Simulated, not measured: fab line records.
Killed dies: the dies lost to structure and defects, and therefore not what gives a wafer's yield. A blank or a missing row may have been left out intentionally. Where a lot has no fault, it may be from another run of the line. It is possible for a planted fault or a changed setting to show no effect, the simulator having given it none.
fab line records -- flow nand_harc
record: lots: 5, wafers: 15, last_day: 23
route steps=1159 shown P_M1@313 P_M2@318 END@1159
lots that met no fault: from a run of the same line without faults
start_h: hours from the record's opening day to when the first of the lot's shown wafers began -- wait_h: hours since the lot's step before -- " same as the row above -- L1.1+2: a row that stands for several wafers -- - either no value or no given start -- * or withheld: withheld -- < > ~ a bound
route shown NAME@n: names a module that has steps shown in the file, with the first one's number in the route -- usual: mean/standard deviation of fault-free wafers -- same: alike in all rows -- chamber/n: place in a boat -- sites: the reading at each site -- _std_site: the values' standard deviation -- _edge_site: the outer-site mean with the inner-site mean subtracted -- radius_mm: for every site, how far away it sits from the centre of the wafer -- mask NAME#n: copy n -- behind: tool/chamber where the wafer was last shaped -- hold: why the lot went on hold/how many hours it stayed there/how the hold came to an end -- device: whichever transistor did not switch (one of n, p or np) -- end of line: tests run on the same wafers once the route is complete -- for a step that has no rows: nothing shown but its recipe -- killed: count of dies lost to structure and defects at first sort (not the wafer's yield) -- map: a wafer's dies, marking killed ones x, the rest . and places with no die _
set.NAME: the setting that was run; set.NAME@STEP: the one run at that earlier step -- model.NAME: the simulator's own value behind a step, which no gauge read
a table for each step, a row for each wafer; lots at some steps of the route
services: the hour from which a tool's chamber was out of use, counted from the record's first day as start_h (under 0 if before that day), plus the number of hours and why
== steps ==
step: NHARC_P_M1_SRD_25
step: NHARC_P_M1_INSPECT_27
usual: raw_defect_count: 262/110
lot.wafer,tool,chamber,start_h,wait_h,raw_defect_count
L704.1,defect_inspect-02,-,169.16,0.0,242
L704.2,defect_inspect-02,-,169.16,0.0,210
L704.4,defect_inspect-02,-,169.16,0.0,188
L702.1,defect_inspect-01,-,170.51,0.0,575
L702.5,defect_inspect-01,-,170.51,0.0,502
L702.6,defect_inspect-01,-,170.51,0.0,420
L712.2,defect_inspect-02,-,224.90,0.0,128
L712.3,defect_inspect-02,-,224.90,0.0,135
L712.4,defect_inspect-02,-,224.90,0.0,192
L716.1,defect_inspect-02,-,243.05,0.0,320
L716.5,defect_inspect-02,-,243.05,0.0,329
L716.6,defect_inspect-02,-,243.05,0.0,408
L717.3,defect_inspect-02,-,243.49,0.0,275
L717.5,defect_inspect-02,-,243.49,0.0,171
L717.6,defect_inspect-02,-,243.49,0.0,373
step: NHARC_P_M1_PRE_CLEAN_32
recipe: time_s: 12, temp_c: 370, rf_power_w: 300, gas: NH3
usual: heater_power_w: 645/84
lot.wafer,tool,chamber,start_h,wait_h,heater_power_w
L704.2,pecvd-04,2,169.22,0.1,676
L704.1,pecvd-04,1,169.22,0.1,617
L704.4,pecvd-04,0,169.22,0.1,586
L702.1,pecvd-03,0,170.59,0.1,668
L702.6,pecvd-03,2,170.59,0.1,586
L702.5,pecvd-03,1,170.59,0.1,625
L712.3,pecvd-04,0,224.98,0.1,599
L712.2,pecvd-04,1,224.98,0.1,567
L712.4,pecvd-04,0,224.98,0.1,589
L716.1,pecvd-04,0,243.15,0.1,674
L716.6,pecvd-04,1,243.15,0.1,649
L716.5,pecvd-04,0,243.15,0.1,681
L717.3,pecvd-04,1,243.57,0.1,606
L717.6,pecvd-04,0,243.57,0.1,600
L717.5,pecvd-04,2,243.57,0.1,670
step: NHARC_P_M1_DEP_33
recipe: target_thk_a: 300, temp_c: 370, target_thk_nm: 30, pressure_torr: 3, flow_sccm: 200, rf_w: 450, material: SiCN
usual: heater_power_w: 595/86
lot.wafer,tool,chamber,start_h,wait_h,heater_power_w
L704.2,pecvd-04,2,169.30,0.1,674
L704.1,pecvd-04,1,169.30,0.1,595
L704.4,pecvd-04,0,169.30,0.1,497
L702.1,pecvd-03,0,170.70,0.1,599
L702.6,pecvd-03,2,170.70,0.1,568
L702.5,pecvd-03,1,170.70,0.1,690
L712.3,pecvd-04,0,225.09,0.1,617
L712.2,pecvd-04,1,225.09,0.1,606
L712.4,pecvd-04,0,225.09,0.1,625
L716.1,pecvd-04,0,243.29,0.1,522
L716.6,pecvd-04,1,243.29,0.1,574
L716.5,pecvd-04,0,243.29,0.1,526
L717.3,pecvd-04,1,243.68,0.1,576
L717.6,pecvd-04,0,243.68,0.1,609
L717.5,pecvd-04,2,243.68,0.1,621
step: NHARC_P_M2_DEP_00
recipe: target_thk_a: 1825, target_thk_nm: 182.5, temp_c: withheld, pressure_torr: 5, flow_sccm: 200, rf_w: 600, material: SiOC
step: NHARC_P_M2_DEHYDRATE_01
recipe: temp_c: 150, time_s: 120
step: NHARC_P_M2_HMDS_02
recipe: time_s: 30
step: NHARC_P_M2_COAT_34
recipe: temp_c: 200, time_s: 65
step: NHARC_P_M2_COAT_03
recipe: spin_rpm: 1500, resist_thk_nm: 90
step: NHARC_P_M2_SOFTBAKE_04
recipe: temp_c: 105, time_s: 55
step: NHARC_P_M2_EBR_05
step: NHARC_P_M2_EXPOSE_06
recipe: na: 1.35, target_cd_nm: 170, dose_mj: 80.78, mask_id: P_M2
lot.wafer,tool,chamber,start_h,wait_h,mask
L704.1+2+4,arfi_scanner-03,0,170.41,-,P_M2#0
L702.1+5+6,arfi_scanner-01,0,171.77,-,P_M2#0
L712.2+3+4,arfi_scanner-02,0,226.17,-,P_M2#0
L716.1+5+6,arfi_scanner-03,0,244.31,-,P_M2#0
L717.3+5+6,arfi_scanner-02,0,244.75,-,P_M2#0
step: NHARC_P_M2_PEB_07
recipe: peb_temp_c: 100, peb_time_s: 65
step: NHARC_P_M2_DEVELOP_08
recipe: develop_time_s: 35, dev_temp_c: 23
step: NHARC_P_M2_CD_MEAS_09
recipe: target_cd_nm: 170, landing_energy_ev: 500
usual: cd_nm: 169.7/0.56
lot.wafer,tool,chamber,start_h,wait_h,cd_nm
L704.1,cd_sem-03,0,170.55,-,170.9
L704.2,cd_sem-03,0,170.55,-,169.9
L704.4,cd_sem-03,0,170.55,-,170.0
L702.1,cd_sem-01,0,171.91,-,169.7
L702.5,cd_sem-01,0,171.91,-,170.2
L702.6,cd_sem-01,0,171.91,-,169.6
L712.2,cd_sem-03,0,226.30,-,170.7
L712.3,cd_sem-03,0,226.30,-,170.7
L712.4,cd_sem-03,0,226.30,-,169.9
L716.1,cd_sem-01,0,244.45,-,203.5
L716.5,cd_sem-01,0,244.45,-,203.2
L716.6,cd_sem-01,0,244.45,-,170.6
L717.3,cd_sem-03,0,244.89,-,170.2
L717.5,cd_sem-03,0,244.89,-,169.8
L717.6,cd_sem-03,0,244.89,-,169.7
step: NHARC_P_M2_OVL_MEAS_10
recipe: pitch_nm: 340
usual: overlay_x_nm: 0.0/0.96, overlay_y_nm: -0.1/0.8
lot.wafer,tool,chamber,start_h,wait_h,overlay_x_nm,overlay_y_nm
L704.1,overlay-02,-,170.64,-,0.1,0.2
L704.2,overlay-02,-,170.64,-,0.5,-0.5
L704.4,overlay-02,-,170.64,-,0.6,0.4
L702.1,overlay-01,-,172.00,-,0.3,-1.0
L702.5,overlay-01,-,172.00,-,0.1,-0.4
L702.6,overlay-01,-,172.00,-,-0.2,-0.6
L712.2,overlay-01,-,226.40,-,0.0,-0.5
L712.3,overlay-01,-,226.40,-,0.1,-1.2
L712.4,overlay-01,-,226.40,-,0.4,-0.8
L716.1,overlay-01,-,244.54,-,0.1,0.7
L716.5,overlay-01,-,244.54,-,1.0,0.4
L716.6,overlay-01,-,244.54,-,0.5,1.4
L717.3,overlay-02,-,244.97,-,-0.1,-1.3
L717.5,overlay-02,-,244.97,-,-0.5,-0.8
L717.6,overlay-02,-,244.97,-,0.2,-0.8
step: NHARC_P_M2_INSPECT_11
usual: raw_defect_count: 4.4/2.6
lot.wafer,tool,chamber,start_h,wait_h,raw_defect_count
L704.1,defect_inspect-01,-,170.68,0.0,3
L704.2,defect_inspect-01,-,170.68,0.0,4
L704.4,defect_inspect-01,-,170.68,0.0,3
L702.1,defect_inspect-02,-,172.05,0.1,3
L702.5,defect_inspect-02,-,172.05,0.1,5
L702.6,defect_inspect-02,-,172.05,0.1,3
L712.2,defect_inspect-01,-,226.44,0.0,7
L712.3,defect_inspect-01,-,226.44,0.0,4
L712.4,defect_inspect-01,-,226.44,0.0,6
L716.1,defect_inspect-02,-,244.58,0.0,0
L716.5,defect_inspect-02,-,244.58,0.0,5
L716.6,defect_inspect-02,-,244.58,0.0,2
L717.3,defect_inspect-01,-,245.01,0.0,2
L717.5,defect_inspect-01,-,245.01,0.0,0
L717.6,defect_inspect-01,-,245.01,0.0,2
step: NHARC_P_M2_DESCUM_14
recipe: time_s: 3, o2_flow_sccm: 200, ar_flow_sccm: 0, bias_power_w: 0, chemistry: O2
usual: drypump_motor_current_A: 6.0/0.5, o2_flow_sccm: 200.0/0.54, oes_product_au: 1.003/0.01, rf_vpp_V: 57.7/0.95, showerhead_plenum_p_Torr: 1.90/0.11, throttle_valve_pct: 11.310/0.009
lot.wafer,tool,chamber,start_h,wait_h,drypump_motor_current_A,o2_flow_sccm,oes_product_au,rf_hours_counter_h,rf_vpp_V,showerhead_plenum_p_Torr,throttle_valve_pct,model.P_M2.cd_nm
L704.1,rie_diel-10,3,170.74,0.1,6.3,200.4,0.999,6,57.9,2.06,11.309,170.3
L704.4,rie_diel-10,0,170.74,0.1,5.9,200.3,1.014,6,57.9,1.80,11.323,170
L704.2,rie_diel-10,1,170.74,0.1,6.7,200.7,1.003,5,57.2,1.89,11.317,169
L702.1,rie_diel-10,1,172.13,0.1,6.8,200.2,1.001,6,57.2,1.89,11.312,169.3
L702.5,rie_diel-10,3,172.13,0.1,6.2,199.9,0.995,-,58.6,2.06,11.309,169.9
L702.6,rie_diel-10,0,172.13,0.1,5.9,199.9,1.012,-,56.9,1.80,11.304,169.8
L712.3,rie_diel-10,3,226.50,0.1,6.2,200.7,1.007,1,58.9,2.06,11.286,170.4
L712.2,rie_diel-10,0,226.50,0.1,5.9,199.7,1.014,1,56.3,1.80,11.311,170.8
L712.4,rie_diel-10,2,226.50,0.1,5.4,200.6,1.006,1,57.1,1.80,11.302,170.6
L716.1,rie_diel-10,3,244.66,0.1,6.3,199.3,0.999,2,57.5,2.05,11.311,203.2
L716.6,rie_diel-10,1,244.66,0.1,6.7,200.9,1.018,-,58.1,1.89,11.310,170.3
L716.5,rie_diel-10,2,244.66,0.1,5.4,200.9,0.990,-,55.9,1.80,11.301,202.8
L717.3,rie_diel-10,0,245.09,0.1,5.9,200.6,1.015,2,57.1,1.80,11.314,170.6
L717.6,rie_diel-10,2,245.09,0.1,5.4,199.4,1.007,-,56.9,1.80,11.322,170.2
L717.5,rie_diel-10,3,245.09,0.1,6.3,200.4,0.987,-,58.2,2.05,11.308,169.6
step: NHARC_P_M2_ETCH_35
recipe: target_depth_a: 400, overetch_a: 120, time_s: 43.94, ion_energy_ev: 200, n2_flow_sccm: 150, h2_flow_sccm: 150, ar_flow_sccm: 0, rf_w: 400, bias_w: 150, chemistry: N2/H2
usual: drypump_motor_current_A: 6.0/0.53, oes_product_au: 1.004/0.0096, rf_vpp_V: 430/3.3, showerhead_plenum_p_Torr: 2.03/0.11, throttle_valve_pct: 14.172/0.0096
lot.wafer,tool,chamber,start_h,wait_h,drypump_motor_current_A,oes_product_au,rf_hours_counter_h,rf_vpp_V,showerhead_plenum_p_Torr,throttle_valve_pct
L704.1,rie_diel-10,3,170.82,0.1,6.3,1.010,6,435,2.20,14.170
L704.2,rie_diel-10,0,170.82,0.1,5.9,1.012,6,427,1.92,14.168
L704.4,rie_diel-10,1,170.82,0.1,6.7,1.001,5,430,2.01,14.174
L702.1,rie_diel-10,1,172.21,0.1,6.8,1.002,6,429,2.01,14.172
L702.6,rie_diel-10,3,172.21,0.1,6.3,1.003,-,434,2.20,14.183
L702.5,rie_diel-10,0,172.21,0.1,5.9,1.004,-,427,1.92,14.175
L712.3,rie_diel-10,2,226.59,0.1,5.4,0.999,1,427,1.91,14.181
L712.2,rie_diel-10,3,226.59,0.1,6.3,0.996,1,435,2.19,14.158
L712.4,rie_diel-10,0,226.59,0.1,5.9,1.014,1,427,1.92,14.183
L716.1,rie_diel-10,3,244.74,0.1,6.2,1.002,2,435,2.19,14.155
L716.5,rie_diel-10,0,244.74,0.1,5.9,1.007,-,426,1.92,14.183
L716.6,rie_diel-10,1,244.74,0.1,6.8,1.022,-,431,2.01,14.166
L717.3,rie_diel-10,2,245.16,0.1,5.5,0.997,2,427,1.91,14.162
L717.5,rie_diel-10,1,245.16,0.1,6.7,1.020,-,429,2.01,14.165
L717.6,rie_diel-10,2,245.16,0.1,5.5,0.997,-,427,1.91,14.180
step: NHARC_P_M2_ETCH_15
recipe: target_depth_a: 1825, time_s: 91.2, c4f8_flow_sccm: withheld, ar_flow_sccm: 400, rf_w: 600, bias_w: 300, chemistry: C4F8/Ar
usual: oes_product_au: 0.959/0.023, rf_vpp_V: 440/3.3
lot.wafer,tool,chamber,start_h,wait_h,oes_product_au,rf_hours_counter_h,rf_vpp_V
L704.2,rie_diel-10,0,-,-,0.973,6,438
L704.4,rie_diel-10,1,-,-,0.979,5,441
L704.1,rie_diel-10,2,-,-,0.988,5,436
L702.1,rie_diel-10,1,-,-,0.987,6,440
L702.6,rie_diel-10,1,-,-,0.988,-,441
L702.5,rie_diel-10,2,-,-,0.993,-,437
L712.3,rie_diel-10,1,-,-,0.993,1,441
L712.2,rie_diel-10,3,-,-,0.958,1,445
L712.4,rie_diel-10,0,-,-,0.988,1,436
L716.1,rie_diel-10,1,-,-,0.982,2,441
L716.5,rie_diel-10,0,-,-,0.983,-,438
L716.6,rie_diel-10,1,-,-,0.987,-,439
L717.3,rie_diel-10,1,-,-,0.987,2,441
L717.5,rie_diel-10,3,-,-,0.958,-,445
L717.6,rie_diel-10,0,-,-,1.000,-,439
step: NHARC_P_M2_CD_MEAS_16
usual: cd_nm: 169.6/0.66
lot.wafer,tool,chamber,start_h,wait_h,cd_nm
L704.1,cd_sem-03,-,171.04,-,169.7
L704.2,cd_sem-03,-,171.04,-,169.0
L704.4,cd_sem-03,-,171.04,-,170.1
L702.1,cd_sem-03,-,172.41,-,169.4
L702.5,cd_sem-03,-,172.41,-,169.5
L702.6,cd_sem-03,-,172.41,-,169.5
L712.2,cd_sem-01,-,226.82,-,170.7
L712.3,cd_sem-01,-,226.82,-,170.3
L712.4,cd_sem-01,-,226.82,-,170.4
L716.1,cd_sem-01,-,244.94,-,203.0
L716.5,cd_sem-01,-,244.94,-,203.2
L716.6,cd_sem-01,-,244.94,-,169.5
L717.3,cd_sem-02,-,245.38,-,170.6
L717.5,cd_sem-02,-,245.38,-,168.8
L717.6,cd_sem-02,-,245.38,-,170.4
step: NHARC_P_M2_STRIP_18
recipe: power_w: 1000, n2_flow_sccm: 150, h2_flow_sccm: 150, ar_flow_sccm: 0, bias_w: 0, chemistry: N2/H2
usual: drypump_motor_current_A: 6.0/0.53, oes_product_au: 1.005/0.0098, rf_vpp_V: 90.6/0.97, showerhead_plenum_p_Torr: 2.02/0.1, throttle_valve_pct: 14.170/0.0091
lot.wafer,tool,chamber,start_h,wait_h,drypump_motor_current_A,oes_product_au,rf_hours_counter_h,rf_vpp_V,showerhead_plenum_p_Torr,throttle_valve_pct
L704.4,rie_diel-08,3,171.12,0.1,5.2,1.011,7,90.9,1.94,14.174
L704.2,rie_diel-08,0,171.12,0.1,5.6,1.019,7,90.1,2.06,14.185
L704.1,rie_diel-08,2,171.12,0.1,6.1,1.006,7,91.0,2.03,14.177
L702.1,rie_diel-10,0,172.49,0.1,5.9,1.015,6,89.3,1.92,14.170
L702.5,rie_diel-10,0,172.49,0.1,5.9,0.997,-,88.4,1.92,14.176
L702.6,rie_diel-10,1,172.49,0.1,6.8,0.992,-,90.5,2.01,14.157
L712.2,rie_diel-10,0,226.90,0.1,5.9,1.027,1,91.9,1.92,14.164
L712.3,rie_diel-10,2,226.90,0.1,5.4,1.011,1,90.4,1.91,14.153
L712.4,rie_diel-10,3,226.90,0.1,6.2,1.000,2,90.6,2.19,14.174
L716.1,rie_diel-08,0,245.10,0.1,5.6,1.017,23,90.8,2.06,14.178
L716.6,rie_diel-08,1,245.10,0.1,6.6,0.999,-,91.7,1.98,14.175
L716.5,rie_diel-08,2,245.10,0.1,6.1,0.997,-,90.7,2.03,14.164
L717.3,rie_diel-08,0,245.53,0.1,5.5,1.010,23,90.5,2.06,14.168
L717.5,rie_diel-08,1,245.53,0.1,6.6,1.009,-,90.3,1.98,14.170
L717.6,rie_diel-08,2,245.53,0.1,6.0,0.998,-,90.6,2.03,14.160
step: NHARC_P_M2_ETCH_28
recipe: target_depth_a: 300, over_etch_frac: 0.3, time_s: 72.99, ion_energy_ev: 150, cf4_flow_sccm: 50, n2_flow_sccm: 100, ar_flow_sccm: 150, rf_w: 300, bias_w: 100, chemistry: CF4/N2
usual: drypump_motor_current_A: 6.0/0.52, oes_product_au: 1.004/0.01, rf_vpp_V: 313.8/2.4, showerhead_plenum_p_Torr: 2.61/0.13, throttle_valve_pct: 19.795/0.0085
lot.wafer,tool,chamber,start_h,wait_h,drypump_motor_current_A,oes_product_au,rf_hours_counter_h,rf_vpp_V,showerhead_plenum_p_Torr,throttle_valve_pct,model.P_M2.cd_nm
L704.2,rie_diel-08,1,-,-,6.5,1.010,7,312.9,2.56,19.798,169.5
L704.4,rie_diel-08,2,-,-,6.0,1.006,7,313.6,2.62,19.790,170.2
L704.1,rie_diel-08,3,-,-,5.2,1.003,7,313.0,2.51,19.789,169.9
L702.1,rie_diel-10,0,-,-,5.9,1.004,6,311.5,2.48,19.802,169.4
L702.6,rie_diel-10,1,-,-,6.7,0.999,-,313.0,2.60,19.798,169.1
L702.5,rie_diel-10,2,-,-,5.4,1.001,-,310.2,2.48,19.789,168.9
L712.3,rie_diel-10,1,-,-,6.8,1.033,1,312.8,2.60,19.802,170.9
L712.2,rie_diel-10,2,-,-,5.4,0.999,1,311.3,2.48,19.787,170.4
L712.4,rie_diel-10,0,-,-,5.9,1.014,1,310.9,2.48,19.800,169.9
L716.1,rie_diel-08,0,-,-,5.6,1.014,23,315.0,2.65,19.794,203
L716.6,rie_diel-08,3,-,-,5.2,0.987,-,311.4,2.50,19.810,169.4
L716.5,rie_diel-08,0,-,-,5.6,1.014,-,314.2,2.65,19.789,203.9
L717.3,rie_diel-08,2,-,-,6.0,1.004,18,313.0,2.61,19.779,170.3
L717.6,rie_diel-08,3,-,-,5.2,0.994,-,312.3,2.50,19.800,170
L717.5,rie_diel-08,0,-,-,5.6,1.020,-,314.5,2.65,19.797,169.2
step: NHARC_P_M2_STRIP_19
recipe: time_s: 600, temp_c: 30, chemistry: post_etch_residue_remover
step: NHARC_END_SORT_01
recipe: temp_c: 25
usual: defect_limited_yield: 95.3/1.6, killed_at_array: 27/12, killed_at_other: 0.8/1, killed_at_periphery: 4.0/2.5, killed_dies: 32/11, killed_open: 3.3/1.8, killed_short: 2.0/1.5, sort_bin_2_pct: 1.5/0.59, sort_bin_3_pct: 0.27/0.22, sort_bin_4_pct: 3.0/1.1, sort_n_pass: 645/11, sort_rim_yield_pct: 95.6/2.7, sort_yield_pct: 95.3/1.6
same: gross_dies: 677, sort_bin_5_pct[%]: 0, sort_bin_6_pct[%]: 0, sort_bin_7_pct[%]: 0, sort_bin_8_pct[%]: 0, sort_rim_n_gross: 106.00
lot.wafer,tool,chamber,start_h,wait_h,defect_limited_yield[%],killed_at_array,killed_at_other,killed_at_periphery,killed_dies,killed_open,killed_short,sort_bin_2_pct[%],sort_bin_3_pct[%],sort_bin_4_pct[%],sort_n_pass,sort_rim_yield_pct[%],sort_yield_pct[%]
L704.1,prober-02,0,476.32,2.5,95.3,27,3,2,32,0,2,2.1,0.30,2.4,645,98.1,95.3
L704.2,prober-02,0,477.13,2.8,94.8,30,4,1,35,3,2,2.1,0.15,3.0,642,94.3,94.8
L704.4,prober-02,0,478.75,3.4,96.9,19,2,0,21,0,1,0.9,0,2.2,656,93.4,96.9
L702.1,prober-02,0,488.59,2.5,93.6,42,0,1,43,5,5,1.9,0.44,4.0,634,90.6,93.6
L702.5,prober-02,0,491.84,3.8,94.7,33,0,3,36,1,4,2.1,0,3.2,641,98.1,94.7
L702.6,prober-02,0,492.66,4.1,94.2,38,0,1,39,3,2,1.9,0.44,3.4,638,92.5,94.2
L712.2,prober-02,0,533.92,2.8,96.3,19,1,5,25,5,2,0.9,0.59,2.2,652,97.2,96.3
L712.3,prober-02,0,534.73,3.1,96.6,20,0,3,23,4,0,0.9,0.30,2.2,654,94.3,96.6
L712.4,prober-02,0,535.54,3.4,97.6,11,0,5,16,2,3,0.9,0.30,1.2,661,100.0,97.6
L716.1,prober-02,0,557.60,2.5,91.9,50,1,4,55,9,5,3.2,0.15,4.7,622,86.8,91.9
L716.5,prober-02,0,560.76,3.7,91.6,51,1,5,57,5,8,2.7,0.89,4.9,620,90.6,91.6
L716.6,prober-02,0,561.54,3.9,92.0,49,1,4,54,3,2,2.1,0.44,5.5,623,97.2,92.0
killed by level:class
L704.1 A_SLIT:chamber_film_flake=11 A_STAIRCASE:chamber_film_flake=8 A_CHANNEL_HOLE_D1:chamber_film_flake=4 THIN_TSV:chamber_film_flake=3 P_GATE:chamber_film_flake=2 A_M1:chamber_film_flake=2 A_ONON_D1:geometric_particle:short=1 A_WL_FILL:geometric_particle:short=1
L704.2 A_SLIT:chamber_film_flake=11 A_STAIRCASE:chamber_film_flake=7 A_CHANNEL_HOLE_D1:chamber_film_flake=4 THIN_TSV:chamber_film_flake=3 A_M1:chamber_film_flake=2 A_ONON_D1:geometric_particle:open=1 A_CHANNEL_FILL_D1:geometric_particle:short=1 A_SGD_CUT:geometric_particle:open=1
L704.4 A_SLIT:chamber_film_flake=9 A_STAIRCASE:chamber_film_flake=4 A_CHANNEL_HOLE_D1:chamber_film_flake=2 A_M1:chamber_film_flake=2 THIN_TSV:chamber_film_flake=2 A_CONTACT:geometric_particle:short=1 A_CHANNEL_FILL_D1:chamber_film_flake=1
L702.1 A_CHANNEL_HOLE_D1:chamber_film_flake=14 A_SLIT:chamber_film_flake=9 A_STAIRCASE:chamber_film_flake=6 A_WL_FILL:chamber_film_flake=3 A_ONON_D1:geometric_particle:short=2 A_CHANNEL_FILL_D1:geometric_particle:short=2 P_M0:geometric_particle:open=1 A_SOURCE_PLATE:geometric_particle:open=1
L702.5 A_CHANNEL_HOLE_D1:chamber_film_flake=17 A_SLIT:chamber_film_flake=7 A_STAIRCASE:chamber_film_flake=3 P_M0:geometric_particle:short=1 A_ONON_D1:geometric_particle:short=1 A_CHANNEL_FILL_D1:geometric_particle:short=1 A_CONTACT:geometric_particle:short=1 A_CONTACT:geometric_particle:open=1
L702.6 A_CHANNEL_HOLE_D1:chamber_film_flake=12 A_SLIT:chamber_film_flake=12 A_STAIRCASE:chamber_film_flake=8 A_SOURCE_PLATE:geometric_particle:short=1 A_CHANNEL_HOLE_D1:geometric_particle:short=1 A_CHANNEL_FILL_D1:geometric_particle:open=1 A_CONTACT:geometric_particle:open=1 A_BLC:geometric_particle:open=1
L712.2 A_CHANNEL_HOLE_D1:chamber_film_flake=10 A_CONTACT:geometric_particle:open=2 A_STAIRCASE:chamber_film_flake=2 P_GATE:geometric_particle:open=1 A_ONON_D1:geometric_particle:open=1 A_SGD_CUT:geometric_particle:short=1 A_CONTACT:geometric_particle:short=1 A_M0:geometric_particle:open=1
L712.3 A_CHANNEL_HOLE_D1:chamber_film_flake=6 A_WL_FILL:chamber_film_flake=5 A_CONTACT:chamber_film_flake=4 P_CONTACT:geometric_particle:open=1 A_SOURCE_PLATE:geometric_particle:open=1 A_SGD_CUT:geometric_particle:open=1 A_WL_FILL:geometric_particle:open=1 P_STI:chamber_film_flake=1
L712.4 A_CHANNEL_HOLE_D1:chamber_film_flake=5 A_CONTACT:chamber_film_flake=4 P_STI:geometric_particle:short=1 P_M0:geometric_particle:short=1 P_M2:geometric_particle:open=1 A_CHANNEL_FILL_D1:geometric_particle:short=1 A_WL_FILL:geometric_particle:open=1 P_ZERO_WELL:chamber_film_flake=1
L716.1 A_CHANNEL_HOLE_D1:chamber_film_flake=22 A_SLIT:chamber_film_flake=12 A_STAIRCASE:chamber_film_flake=4 A_CHANNEL_FILL_D1:geometric_particle:short=3 P_GATE:geometric_particle:open=2 A_ONON_D1:geometric_particle:open=2 A_CONTACT:geometric_particle:short=2 P_CONTACT:geometric_particle:open=1
L716.5 A_CHANNEL_HOLE_D1:chamber_film_flake=17 A_SLIT:chamber_film_flake=15 A_WL_FILL:geometric_particle:short=4 A_CONTACT:chamber_film_flake=4 A_STAIRCASE:chamber_film_flake=3 P_CONTACT:geometric_particle:short=2 A_M1:chamber_film_flake=2 A_CHANNEL_FILL_D1:geometric_particle:open=2
L716.6 A_CHANNEL_HOLE_D1:chamber_film_flake=20 A_SLIT:chamber_film_flake=13 A_CONTACT:chamber_film_flake=8 A_STAIRCASE:chamber_film_flake=4 P_CONTACT:geometric_particle:open=2 P_M1:geometric_particle:short=1 A_CHANNEL_HOLE_D1:geometric_particle:short=1 A_CONTACT:geometric_particle:open=1
== services ==
tool,chamber,start_h,hours,kind
arfi_scanner-02,-,149.06,19.1,repair
arfi_scanner-01,-,151.13,0.4,repair
pecvd-04,0,155.21,7.7,repair
rie_diel-10,0,155.50,-,clean
rie_diel-10,1,155.50,-,clean
rie_diel-10,2,155.50,-,clean
rie_diel-10,3,155.50,-,clean
arfi_scanner-01,-,164.72,3.5,repair
rie_diel-10,-,176.50,9.0,pm
rie_diel-10,0,176.50,9.0,vent_cycle
rie_diel-10,1,176.50,9.0,vent_cycle
rie_diel-10,2,176.50,9.0,vent_cycle
rie_diel-10,3,176.50,9.0,vent_cycle
rie_diel-10,0,185.50,-,clean
rie_diel-10,1,185.50,-,clean
rie_diel-10,2,185.50,-,clean
pecvd-04,-,195.00,13.0,pm
pecvd-03,-,199.33,0.5,repair
arfi_scanner-03,-,201.57,1.0,repair
arfi_scanner-01,-,209.93,4.0,pm
arfi_scanner-01,-,214.29,0.7,repair
rie_diel-08,1,222.66,4.4,repair
rie_diel-08,3,223.36,4.8,repair
arfi_scanner-03,-,240.58,0.8,repair
== key ==
first_sign: step: NHARC_P_M2_CD_MEAS_09, reading: cd_nm, direction: up, sigmas: 60, usual: 169.7, struck: 203.4
effect: step: NHARC_P_M2_CD_MEAS_16, reading: cd_nm, direction: up, sigmas: 50, usual: 169.6, struck: 203.1
model_effect: step: NHARC_P_M2_DESCUM_14, value: P_M2.cd_nm, without: 169.7, struck: 203
model_effect: step: NHARC_P_M2_ETCH_28, value: P_M2.cd_nm, without: 170.2, struck: 203.4
met_at NHARC_P_M2_EXPOSE_06
struck_wafers L716.1,L716.5
onset_between 170.41 244.31
fault: kind: process_parameter_drift, tool: arfi_scanner-03, chamber: -, onset_h: 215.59, steps: NHARC_P_M2_EXPOSE_06, channel: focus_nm, offset: 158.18, shape: step, end_h: 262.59, scope: struck_wafers_only
